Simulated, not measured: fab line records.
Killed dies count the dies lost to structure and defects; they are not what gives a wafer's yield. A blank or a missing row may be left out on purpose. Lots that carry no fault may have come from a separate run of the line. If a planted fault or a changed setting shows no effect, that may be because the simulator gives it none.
Chamber matching -- flow nand-harc -- 4 sister chambers for NHARC_A_M0_DESCUM_14 on rie-diel-10
The step chemistry O2, time 3 s. 4 wafers are shown with their chamber, then 12 later ones without.

EACH WAFER AND ITS CHAMBER
wafer,chamber,drypump-motor-current-A (A)
L086.2,0,6.12
L086.1,3,5.47
L086.5,2,5.99
L086.6,1,5.69

WAFERS WITH NO CHAMBER GIVEN
wafer,drypump-motor-current-A (A)
L089.1,5.69
L089.2,5.45
L089.5,6.02
L090.1,5.45
L090.3,6.03
L090.6,5.69
L096.1,5.70
L096.2,6.02
L096.4,6.02
L096.3,6.02
L096.5,6.04
L096.6,5.67

CHAMBER TAKEN BY EACH
wafer,from the rows above,in truth
L089.1,1,1
L089.2,3,3
L089.5,2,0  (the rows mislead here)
L090.1,3,3
L090.3,can't be placed: 2 or 0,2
L090.6,1,1
L096.1,1,1
L096.2,2,2
L096.4,2,2
L096.3,2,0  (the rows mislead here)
L096.5,can't be placed: 2 or 0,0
L096.6,1,1
8 of 12 placed correctly. From these rows, 2 cannot be placed; in 2 the true chamber is one of the candidates. 2 placed wrongly.
How it was worked out, from the rows above alone: a wafer's distance from a chamber is the root of the sum, over the readings, of the square of ((its reading less the chamber's mean) divided by the reading's scatter). If the next closest chamber is less than 2 further off than the closest, the wafer can't be placed; otherwise it belongs to the closest. For every chamber, the mean is computed from those of its wafers that are shown. The scatter: root of mean squared gap, hidden wafer to nearest shown wafer, with one shown wafer a chamber.
